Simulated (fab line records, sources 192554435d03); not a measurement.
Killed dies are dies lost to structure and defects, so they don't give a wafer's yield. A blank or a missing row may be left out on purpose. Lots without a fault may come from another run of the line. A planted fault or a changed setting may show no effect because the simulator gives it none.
A struck lot beside a sound one | flow n5_finfet | 14 steps out of a route of 1938
Sound: wafers L153.1, L153.4, L153.5. Struck: wafers L148.1, L148.2, L148.3. The cause comes at the end.
At each step with rows: each side's tool, then ch and its chambers, then its first start. Under that, the readings that differ: sound wafers | struck wafers | difference of the means | sigmas: that difference in standard deviations of wafers without a fault.
alike: readings whose means differ by less than 2 such deviations, and words and numbers that are the same on both sides. not compared: withheld readings, readings that some wafer has no value for, bounds like >300 that may hide the same value, and numbers for which the record gives no deviation and whose values overlap.
The two part at a step that has a row with sigmas, a row that says differs or no value, or rows on one side only. Numbers that don't overlap but have no deviation are shown without sigmas and don't part them. A reading that every wafer of one side lacks parts them only if that side has two wafers or more.

first, 6 steps without rows for these wafers: N5_MIM_BOT_LITHO_EBR_04; N5_MIM_BOT_LITHO_SOFTBAKE_03 (time 90 s); N5_MIM_BOT_LITHO_EXPOSE_05 (exposes mask MIM BOT); N5_MIM_BOT_LITHO_PEB_06; N5_MIM_BOT_LITHO_DEVELOP_07 (develop time 60 s); N5_MIM_BOT_LITHO_HARDBAKE_09 (time 120 s).
N5_MIM_BOT_LITHO_CD_MEAS_08: target cd 3000 nm.
  sound on cd_sem-02 ch 0, day 17 10:58; struck on cd_sem-03 ch 0, day 15 16:28
  alike: cd_nm
N5_MIM_BOT_LITHO_OVL_MEAS_11:
  sound on overlay-01 ch 0, day 17 11:00; struck on overlay-01 ch 0, day 15 16:29
  alike: MIM_BOT_OVL
N5_MIM_BOT_LITHO_INSPECT_12: inspects for defects (macro).
  sound on defect_inspect-02, day 17 11:02; struck on defect_inspect-01, day 15 16:31
  alike: raw_defect_count
N5_MIM_BOT_LITHO_DESCUM_10: chemistry O2, time 7.9 s.
  sound on rie_diel-04 ch 1,2, day 17 11:04; struck on rie_diel-02 ch 0,2,3, day 15 16:33
  alike: bias_power_w, drypump_motor_current_A, oes_product_au, rf_fwd_power_W, rf_vpp_V, showerhead_plenum_p_Torr, throttle_valve_pct
  not compared: rf_hours_counter_h
N5_MIM_BOT_ETCH_ETCH_04: etches SiNx in CF4/O2, target depth 26 nm, time 13 s.
  sound on rie_diel-04 ch 1,2, day 17 11:08; struck on rie_diel-02 ch 0,2,3, day 15 16:37
  alike: drypump_motor_current_A, oes_ar_750_au, oes_product_au, rf_fwd_power_W, rf_vpp_V, showerhead_plenum_p_Torr, throttle_valve_pct
  not compared: rf_hours_counter_h
N5_MIM_BOT_ETCH_ETCH_03: etches the open film in Cl2/BCl3, target depth 12 nm.
  sound on rie_metal-01 ch 1, day 17 11:13; struck on rie_metal-02 ch 0,1, day 15 16:42
  alike: drypump_motor_current_A, oes_product_au, rf_fwd_power_W, throttle_valve_pct
  not compared: rf_hours_counter_h
N5_MIM_BOT_ETCH_ETCH_00: etches TiN in Cl2/BCl3, target depth 45.5 nm.
  sound on rie_metal-01 ch 1, day 17 11:19; struck on rie_metal-02 ch 0,1, day 15 16:47
  reading                              | sound             | struck            | difference | sigmas
  oes_ar_750_au (a.u.)                 | 0.86 0.86 0.86    | 1.03 0.98 1.02    | +0.15      | +2
  rf_fwd_power_W (W)                   | 991 992 995       | 1240 1235 1238    | +245       | +72
  model.etch.depth_nm (nm)             | 45.42 45.28 45.26 | 56.36 56.68 56.43 | +11.17     |
  model.MIM_BOT_ETCH.cd_offset_nm (nm) | 0 0 0.2           | -0.6 -0.6 -0.6    | -0.7       |
  alike: drypump_motor_current_A, oes_product_au, throttle_valve_pct
  not compared: rf_hours_counter_h
N5_MIM_BOT_ETCH_STRIP_01: strips in O2.
  sound on rie_diel-06 ch 1,2,3, day 17 11:27; struck on rie_diel-02 ch 0,1,3, day 15 16:56
  reading               | sound          | struck         | difference | sigmas
  oes_product_au (a.u.) | 0.69 0.73 0.68 | 0.79 0.90 0.92 | +0.17      | +2
  alike: drypump_motor_current_A, rf_vpp_V, showerhead_plenum_p_Torr, throttle_valve_pct
  not compared: rf_hours_counter_h

WHERE THEY PART
First at N5_MIM_BOT_ETCH_ETCH_00; last, within this record, at N5_MIM_BOT_ETCH_STRIP_01.

WHY: what the simulator had put in
Process parameter drift: rie_metal-02, from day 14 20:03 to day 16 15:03, at N5_MIM_BOT_ETCH_ETCH_00. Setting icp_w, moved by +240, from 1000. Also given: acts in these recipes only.
